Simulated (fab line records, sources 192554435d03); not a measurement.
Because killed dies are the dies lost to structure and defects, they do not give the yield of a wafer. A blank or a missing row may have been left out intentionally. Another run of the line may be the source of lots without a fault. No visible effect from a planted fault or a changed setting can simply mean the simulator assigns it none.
Matching of chambers | flow n5-finfet | rie-si-06 running N5_PMOS_HMC_CHANNEL_EPI_ETCH_38: 4 sister chambers
The step etches SiO2 in CF4, target depth 1.5 nm. 16 wafers are shown with their chamber, then 8 later ones without.

## WAFERS WITH THEIR CHAMBER
wafer  | chamber | drypump-motor-current-A (A) | throttle-valve-pct (%) | oes-product-au (a.u.)
L076.1 | 3       | 4.8                         | 22.12                  | 0.985
L076.4 | 1       | 6.6                         | 21.88                  | 1.019
L076.5 | 0       | 6.2                         | 21.89                  | 1.034
L078.1 | 0       | 6.2                         | 21.89                  | 1.018
L078.3 | 2       | 5.4                         | 21.78                  | 0.977
L078.4 | 1       | 6.6                         | 21.88                  | 1.011
L079.2 | 1       | 6.6                         | 21.87                  | 1.019
L079.5 | 3       | 4.8                         | 22.13                  | 0.998
L079.6 | 0       | 6.1                         | 21.90                  | 1.016
L092.3 | 1       | 6.6                         | 21.86                  | 1.004
L092.4 | 0       | 6.1                         | 21.88                  | 1.017
L092.5 | 1       | 6.6                         | 21.88                  | 1.014
L093.1 | 0       | 6.1                         | 21.89                  | 1.017
L093.3 | 3       | 4.8                         | 22.13                  | 0.981
L093.6 | 3       | 4.8                         | 22.11                  | 0.987
L094.1 | 3       | 4.9                         | 22.12                  | 0.979

SIGNATURES (averages over the wafers above)
reading                 | chamber 0 | chamber 1 | chamber 2 | chamber 3 | scatter within a chamber
drypump-motor-current-A | 6.140     | 6.600     | 5.400     | 4.820     | 0.0408
throttle-valve-pct      | 21.8900   | 21.8740   | 21.7800   | 22.1220   | 0.00816
oes-product-au          | 1.02040   | 1.01340   | 0.97700   | 0.98600   | 0.00713
Rule: for each reading, subtract the chamber's mean from the wafer's reading, divide by that reading's scatter and square the result; add these up over the readings and take the root, which gives the wafer's distance from the chamber. The wafer belongs to the nearest chamber; if the next one is less than 2 further off, it can't be placed. The scatter: the root of (the sum of the squares of (reading less its chamber's mean) over the shown wafers, divided by (wafers less chambers)).

## WAFERS MISSING THEIR CHAMBER
wafer  | drypump-motor-current-A (A) | throttle-valve-pct (%) | oes-product-au (a.u.)
L094.2 | 5.4                         | 21.76                  | 0.973
L094.5 | 6.7                         | 21.88                  | 1.004
L095.2 | 6.6                         | 21.88                  | 1.009
L095.3 | 6.2                         | 21.90                  | 1.032
L095.6 | 4.8                         | 22.11                  | 0.997
L096.4 | 5.4                         | 21.76                  | 0.976
L096.5 | 4.9                         | 22.13                  | 0.998
L096.6 | 5.4                         | 21.76                  | 0.976

## WHICH CHAMBER EACH WENT THROUGH
wafer  | from the rows above | in truth
L094.2 | 2                   | 2
L094.5 | 1                   | 1
L095.2 | 1                   | 1
L095.3 | 0                   | 0
L095.6 | 3                   | 3
L096.4 | 2                   | 2
L096.5 | 3                   | 3
L096.6 | 2                   | 2
Correct placement for 8 of the 8. Left unplaced by these rows: 0. Placed wrongly: 0.
